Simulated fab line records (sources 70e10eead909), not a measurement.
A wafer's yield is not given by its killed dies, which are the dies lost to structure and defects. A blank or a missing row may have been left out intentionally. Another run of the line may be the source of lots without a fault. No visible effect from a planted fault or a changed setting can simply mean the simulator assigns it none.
Matching of chambers    flow nandHarc    aldHk-03 running NHARC_A_STAIRCASE_ALD_420: 4 sister chambers
The step deposits SiO2, target thk 20 nm, pulse time 6 s, ald cycles 200. 4 wafers are shown with their chamber, then 9 later ones without.

WAFERS WITH THEIR CHAMBER
wafer   chamber  heaterPowerW (W)
L082.4  1        492
L088.3  3        470
L089.4  2        513
L089.6  0        457

WAFERS WHOSE CHAMBER IS MISSING
wafer   heaterPowerW (W)
L092.2  482
L092.4  492
L092.5  488
L094.1  495
L094.3  515
L094.5  499
L097.2  448
L097.4  534
L097.5  437

THE CHAMBER EACH PASSED THROUGH
wafer   from the rows above                in truth
L092.2  can't be placed: 1 or 3 or 0 or 2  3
L092.4  can't be placed: 1 or 2 or 3       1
L092.5  can't be placed: 1 or 3 or 2       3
L094.1  can't be placed: 1 or 2 or 3       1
L094.3  can't be placed: 2 or 1            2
L094.5  can't be placed: 1 or 2 or 3       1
L097.2  can't be placed: 0 or 3            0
L097.4  can't be placed: 2 or 1            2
L097.5  can't be placed: 0 or 3            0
Correct placement for 0 of the 9. Cannot be placed on the basis of these rows: 9; the candidates contain the true chamber in 9. Placed wrongly: 0.
How it was worked out, from the rows above alone: a wafer's distance from a chamber is the root of the sum, over the readings, of the square of ((its reading less the chamber's mean) divided by the reading's scatter). If the next closest chamber is less than 2 further off than the closest, the wafer can't be placed; otherwise it belongs to the closest. Each chamber's mean is taken over the wafers shown for it. The scatter (one wafer shown for each chamber): square how far every hidden wafer sits from the nearest shown wafer, average those squares and take the square root.
